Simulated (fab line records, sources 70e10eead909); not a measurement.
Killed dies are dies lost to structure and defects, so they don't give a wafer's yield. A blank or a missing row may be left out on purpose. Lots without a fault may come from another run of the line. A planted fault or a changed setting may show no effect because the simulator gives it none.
Which tool did it? | flow nand_harc | 6 lots, 18 wafers sampled, at 4 steps of a route of 1159

WHAT THE GAUGES READ, wafer by wafer
NHARC_A_ONON_D1_THK_MEAS_02: measures by ellipsometry.
lot  | measured     | on            | thk_nm (nm)
L905 | day 8 00:35  | film_metro-01 | 983 984 984
L909 | day 8 09:50  | film_metro-01 | 984 984 985
L910 | day 8 14:50  | film_metro-02 | 1005 1002 1004
L912 | day 9 07:26  | film_metro-01 | 994 996 996
L919 | day 10 16:05 | film_metro-02 | 1020 674 676 1018 676 676
L925 | day 12 08:27 | film_metro-02 | 1013 1014 1013

WHICH TOOL RAN EACH LOT (tool, then ch and the chambers of the sampled wafers, then the start)
lot  | NHARC_P_BONDPAD_PRE_CLEAN_26            | NHARC_A_ZERO_WELL_RTA_16         | NHARC_A_ONON_D1_DEP_00
L905 | pvd_sputter-03, day 7 04:20 or earlier  | rtp_anneal-02 ch 0, day 7 04:20  | pecvd_onon-02 ch 0, day 8 00:07
L909 | pvd_sputter-02, day 7 15:40 or earlier  | rtp_anneal-01 ch 0, day 7 15:40  | pecvd_onon-02 ch 0, day 8 09:20
L910 | pvd_sputter-03, day 7 20:32 or earlier  | rtp_anneal-01 ch 0, day 7 20:32  | pecvd_onon-03 ch 0, day 8 14:31
L912 | pvd_sputter-02, day 8 09:58 or earlier  | rtp_anneal-02 ch 0, day 8 09:58  | pecvd_onon-03 ch 0, day 9 06:59
L919 | pvd_sputter-01, day 9 15:54 or earlier  | rtp_anneal-02 ch 0, day 9 15:54  | pecvd_onon-03 ch 0, day 10 15:34
L925 | pvd_sputter-02, day 11 13:43 or earlier | rtp_anneal-01 ch 0, day 11 13:43 | pecvd_onon-02 ch 0, day 12 07:57
- NHARC_P_BONDPAD_PRE_CLEAN_26: time 30 s.
- NHARC_A_ZERO_WELL_RTA_16: time 10 s.
- NHARC_A_ONON_D1_DEP_00: target thk 1000 nm.

THE ANSWER, worked out from the rows above alone
Rule: what is usual is taken from the lots themselves. Put in order of their means at a reading, lots are off if they are a third of the lots or fewer, leave a main group of 4 or more, and stand apart from it by a gap of 3 or more times the standard deviation of the main group's means; of several such gaps the widest counts. A main group whose means are all the same, to the digits that the tables above print for the reading, isn't used. A lot without any number at a reading at which 4 lots or more have one is off too. The other lots that the step has rows for count as sound.
Off: L919, at NHARC_A_ONON_D1_THK_MEAS_02 (thk_nm). The main group: mean 996 nm, standard deviation 11.
A tool fits if, at a process step before that reading, it ran every lot that is off, and no sound lot after the first of them. The gauges at NHARC_A_ONON_D1_THK_MEAS_02 are tried like those tools. NHARC_P_BONDPAD_PRE_CLEAN_26 gives no start for some lots, so the hours and the order of its lots are those of NHARC_A_ZERO_WELL_RTA_16. Can't be told from this: 3 tools fit, pvd_sputter-01 at NHARC_P_BONDPAD_PRE_CLEAN_26, rtp_anneal-02 at NHARC_A_ZERO_WELL_RTA_16, pecvd_onon-03 at NHARC_A_ONON_D1_DEP_00.

WHAT THE SIMULATOR HAD PUT IN
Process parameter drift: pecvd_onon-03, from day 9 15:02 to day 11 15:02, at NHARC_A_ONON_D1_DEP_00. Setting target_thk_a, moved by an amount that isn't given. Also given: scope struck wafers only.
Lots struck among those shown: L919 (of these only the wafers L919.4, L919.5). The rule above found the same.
